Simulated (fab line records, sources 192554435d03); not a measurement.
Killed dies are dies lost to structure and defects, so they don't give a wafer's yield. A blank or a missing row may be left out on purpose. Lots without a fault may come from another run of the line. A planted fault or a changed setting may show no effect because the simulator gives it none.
Chamber matching | flow n5_finfet | N5_HKMG_FIN_CMP_23 on cmp-02: 4 sister chambers
The step polishes, stops on SiNx, t overpolish 10 s, target thk 46.326 nm. 16 wafers are shown with their chamber, then 8 later ones without.

WAFERS WITH THEIR CHAMBER
wafer  | chamber | motor_current_A (A) | time_to_endpoint_s (s) | retaining_ring_pressure_frac
L076.1 | 3       | 10.7                | 12.4                   | 1.000
L076.2 | 1       | 14.4                | 10.5                   | 1.003
L076.4 | 2       | 11.3                | 11.3                   | 0.998
L078.3 | 3       | 10.3                | 10.6                   | 1.001
L078.5 | 1       | 14.8                | 10.5                   | 0.996
L078.6 | 0       | 12.0                | 14.3                   | 0.997
L082.1 | 0       | 11.4                | 11.0                   | 0.998
L082.4 | 3       | 10.6                | 10.4                   | 0.995
L082.5 | 0       | 11.8                | 12.5                   | 0.992
L086.1 | 3       | 11.0                | 11.6                   | 1.000
L086.2 | 0       | 12.0                | 9.8                    | 1.004
L086.3 | 1       | 14.1                | 8.8                    | 1.014
L091.2 | 3       | 10.3                | 11.0                   | 1.002
L091.4 | 2       | 10.7                | 11.2                   | 0.998
L091.5 | 3       | 10.3                | 13.3                   | 1.007
L095.3 | 0       | 11.9                | 12.4                   | 1.006

SIGNATURES (means of the wafers above)
reading                      | chamber 0 | chamber 1 | chamber 2 | chamber 3 | scatter within a chamber
motor_current_A              | 11.820    | 14.433    | 11.000    | 10.533    | 0.301
time_to_endpoint_s           | 12.000    | 9.933     | 11.250    | 11.550    | 1.28
retaining_ring_pressure_frac | 0.99940   | 1.00433   | 0.99800   | 1.00083   | 0.00553
Rule: a wafer's distance from a chamber is the root of the sum, over the readings, of the square of ((its reading less the chamber's mean) divided by the reading's scatter). The wafer belongs to the nearest chamber; if the next one is less than 2 further off, it can't be placed. The scatter: the root of (the sum of the squares of (reading less its chamber's mean) over the shown wafers, divided by (wafers less chambers)).

WAFERS WITHOUT THEIR CHAMBER
wafer  | motor_current_A (A) | time_to_endpoint_s (s) | retaining_ring_pressure_frac
L095.4 | 10.8                | 10.1                   | 0.997
L095.5 | 14.8                | 9.8                    | 0.993
L096.3 | 10.5                | 10.7                   | 1.004
L096.4 | 15.4                | 8.2                    | 0.994
L096.5 | 12.0                | 10.5                   | 0.987
L097.1 | 14.2                | 12.0                   | 1.000
L097.2 | 10.4                | 13.2                   | 0.995
L097.3 | 10.7                | 14.0                   | 1.001

WHICH CHAMBER EACH WENT THROUGH
wafer  | from the rows above     | in truth
L095.4 | can't be placed: 2 or 3 | 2
L095.5 | 1                       | 1
L096.3 | can't be placed: 3 or 2 | 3
L096.4 | 1                       | 1
L096.5 | can't be placed: 0 or 2 | 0
L097.1 | 1                       | 1
L097.2 | can't be placed: 3 or 2 | 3
L097.3 | can't be placed: 3 or 2 | 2
Placed correctly: 3 of 8. Can't be placed from these rows: 5 (the true chamber is among the candidates in 5). Placed wrongly: 0.
